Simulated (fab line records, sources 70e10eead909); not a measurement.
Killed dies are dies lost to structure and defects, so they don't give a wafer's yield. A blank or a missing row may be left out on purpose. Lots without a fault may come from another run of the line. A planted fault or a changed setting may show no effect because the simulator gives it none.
Chamber matching | flow nand_harc | NHARC_P_BONDPAD_CMP_19 on cmp-03: 4 sister chambers
The step polishes, t overpolish 30 s, cu recess touch 16 s, target thk 160.81 nm. 22 wafers are shown with their chamber, then 11 later ones without.

WAFERS WITH THEIR CHAMBER
wafer  | chamber | motor_current_A (A) | overpolish_run_s (s) | retaining_ring_pressure_frac
L074.2 | 3       | 11.8                | 30.002               | 1.008
L074.5 | 0       | 11.7                | 30.010               | 1.008
L074.6 | 3       | 11.8                | 30.009               | 1.003
L075.1 | 3       | 12.0                | 30.003               | 1.002
L075.2 | 0       | 11.1                | 30.009               | 0.998
L075.5 | 2       | 10.7                | 29.992               | 0.992
L079.2 | 3       | 12.0                | 30.009               | 1.000
L079.5 | 1       | 9.8                 | 30.004               | 0.994
L079.6 | 2       | 11.5                | 29.998               | 0.993
L078.1 | 2       | 10.7                | 29.986               | 1.009
L078.2 | 3       | 11.3                | 30.004               | 0.999
L078.5 | 2       | 11.0                | 30.000               | 1.008
L083.2 | 2       | 11.2                | 29.997               | 0.998
L083.5 | 3       | 12.0                | 29.990               | 1.002
L083.6 | 2       | 11.2                | 29.991               | 1.001
L086.4 | 1       | 10.2                | 29.997               | 0.995
L086.5 | 1       | 10.0                | 30.016               | 0.996
L086.6 | 0       | 11.7                | 30.000               | 0.998
L085.1 | 1       | 9.9                 | 29.992               | 0.992
L085.2 | 3       | 12.1                | 30.012               | 0.999
L085.6 | 3       | 11.2                | 29.986               | 1.000
L088.1 | 1       | 9.5                 | 29.999               | 1.000

SIGNATURES (means of the wafers above)
reading                      | chamber 0 | chamber 1 | chamber 2 | chamber 3 | scatter within a chamber
motor_current_A              | 11.500    | 9.880     | 11.050    | 11.775    | 0.318
overpolish_run_s             | 30.00633  | 30.00160  | 29.99400  | 30.00187  | 0.00794
retaining_ring_pressure_frac | 1.00133   | 0.99540   | 1.00017   | 1.00162   | 0.00487
Rule: a wafer's distance from a chamber is the root of the sum, over the readings, of the square of ((its reading less the chamber's mean) divided by the reading's scatter). The wafer belongs to the nearest chamber; if the next one is less than 2 further off, it can't be placed. The scatter: the root of (the sum of the squares of (reading less its chamber's mean) over the shown wafers, divided by (wafers less chambers)).

WAFERS WITHOUT THEIR CHAMBER
wafer  | motor_current_A (A) | overpolish_run_s (s) | retaining_ring_pressure_frac
L088.3 | 12.1                | 29.994               | 0.999
L088.6 | 12.2                | 30.001               | 1.004
L090.1 | 9.6                 | 30.007               | 1.002
L090.3 | 11.8                | 29.990               | 1.001
L090.5 | 11.7                | 29.999               | 0.995
L092.3 | 9.4                 | 30.006               | 1.001
L092.4 | 12.0                | 30.002               | 1.003
L092.6 | 9.4                 | 29.994               | 0.997
L095.1 | 11.6                | 30.003               | 0.993
L095.4 | 11.7                | 30.004               | 0.998
L095.5 | 12.2                | 29.988               | 0.998

WHICH CHAMBER EACH WENT THROUGH
wafer  | from the rows above          | in truth
L088.3 | can't be placed: 3 or 0 or 2 | 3
L088.6 | can't be placed: 3 or 0      | 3
L090.1 | 1                            | 1
L090.3 | can't be placed: 3 or 0 or 2 | 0
L090.5 | can't be placed: 3 or 0 or 2 | 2
L092.3 | 1                            | 1
L092.4 | can't be placed: 3 or 0      | 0
L092.6 | 1                            | 1
L095.1 | can't be placed: 0 or 3 or 2 | 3
L095.4 | can't be placed: 3 or 0 or 2 | 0
L095.5 | can't be placed: 3 or 0 or 2 | 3
Placed correctly: 3 of 11. Can't be placed from these rows: 8 (the true chamber is among the candidates in 8). Placed wrongly: 0.
